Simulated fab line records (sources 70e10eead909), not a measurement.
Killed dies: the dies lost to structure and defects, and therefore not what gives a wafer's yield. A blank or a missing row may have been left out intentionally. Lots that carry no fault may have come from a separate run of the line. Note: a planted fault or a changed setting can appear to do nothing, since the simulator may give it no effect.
8D (eight disciplines) problem report, filled in by code -- flow nand-harc -- the parts of the form that need people (team, actions taken, sign-off) are left out

== 1. PROBLEM STATEMENT ==
run-length-s at NHARC_A_BLC_ETCH_17 reads a mean of 610.0 s on 2 wafers of 2 lots; wafers without a fault read 630.5 s with a standard deviation of 0.3. That is -68 standard deviations from the usual mean.
The step: etches the open film in N2/H2, target depth 390 nm, time 609.38 s.
The first sign was on wafer L391.3 at day 19 09:11, on rie-diel-06. The record holds 35 wafers of 12 lots with a number at this step. The rule behind "out" and "out of limits": a value lying over 4 standard deviations away from the usual mean. The rest of the wafers with a number are treated as sound.

== 2. WHAT THIS IS AND IS NOT ==
question,is,is not
which readings at this step,run-length-s,"drypump-motor-current-A, mfc-ar-sccm, oes-product-au, rf-vpp-V, showerhead-plenum-p-Torr, throttle-valve-pct"
which lots,"L391, L392","L382, L383, L384, L386, L389, L396, L398, L401, L403, L404"
which wafers of those lots,"L391.3, L392.3","L391.2, L391.6, L392.6"
read on which tools,rie-diel-06,"rie-diel-02, rie-diel-08"
when,from day 19 09:11,"up to then (14 sound wafers); but 19 sound wafers of L389, L392, L396, L398, L401, L403, L404 came after"

== 3. THE SUSPECTS, EACH WITH WHAT RULES IT OUT ==
Counting: a tool at a process step up to the reading stays a suspect if it ran every lot that is out. Sound lots after the first of them don't rule it out here, since some wafers of a struck lot are sound.
- rie-diel-03 at NHARC_A_CONTACT_ETCH_92 (etches the open film in CH3F/O2, target depth 40 nm, time 85.7 s): kept. Ran every lot that is out, first one L391 (day 19 02:20); last sound lot up to then L386 (day 18 01:56).
- rie-diel-06 at NHARC_A_BLC_ETCH_17 (etches the open film in N2/H2, target depth 390 nm, time 609.38 s): kept. Ran every lot that is out, first one L391 (day 19 09:11); last sound lot up to then L384 (day 17 09:39). Its own run-length-s readings are out on those wafers.
Left after counting: rie-diel-03 at NHARC_A_CONTACT_ETCH_92, rie-diel-06 at NHARC_A_BLC_ETCH_17.

== 4. THE CAUSE (what the simulator had put in) ==
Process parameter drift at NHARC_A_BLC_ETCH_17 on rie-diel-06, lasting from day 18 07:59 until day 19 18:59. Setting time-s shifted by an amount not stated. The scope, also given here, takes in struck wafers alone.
2 suspects survive the count, and this tool is in that group.

== 5. SEQUENCE OF EFFECTS, ordered by route ==
Rows list readings where the struck wafers' mean (over those with a number) sits beyond 3 standard deviations from the usual. Readings are gone through only where the record gives a usual standard deviation; hours: the median, over the lots, of the time from a lot's start at the first step in this table giving one to that lot's start at this step; sigmas: the change measured in usual standard deviations.
hours,step,reading,usual,on struck wafers,change,sigmas
0,NHARC_A_BLC_ETCH_17,run-length-s,630.5 s,610.0,-20.5,-68
Its process steps:
- NHARC_A_BLC_ETCH_17: etches the open film in N2/H2, target depth 390 nm, time 609.38 s.

== 6. WHAT WOULD HAVE CAUGHT IT SOONER ==
First out-of-limits reading in this record: day 19 09:11, which is 25 hours after fault onset at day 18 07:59.
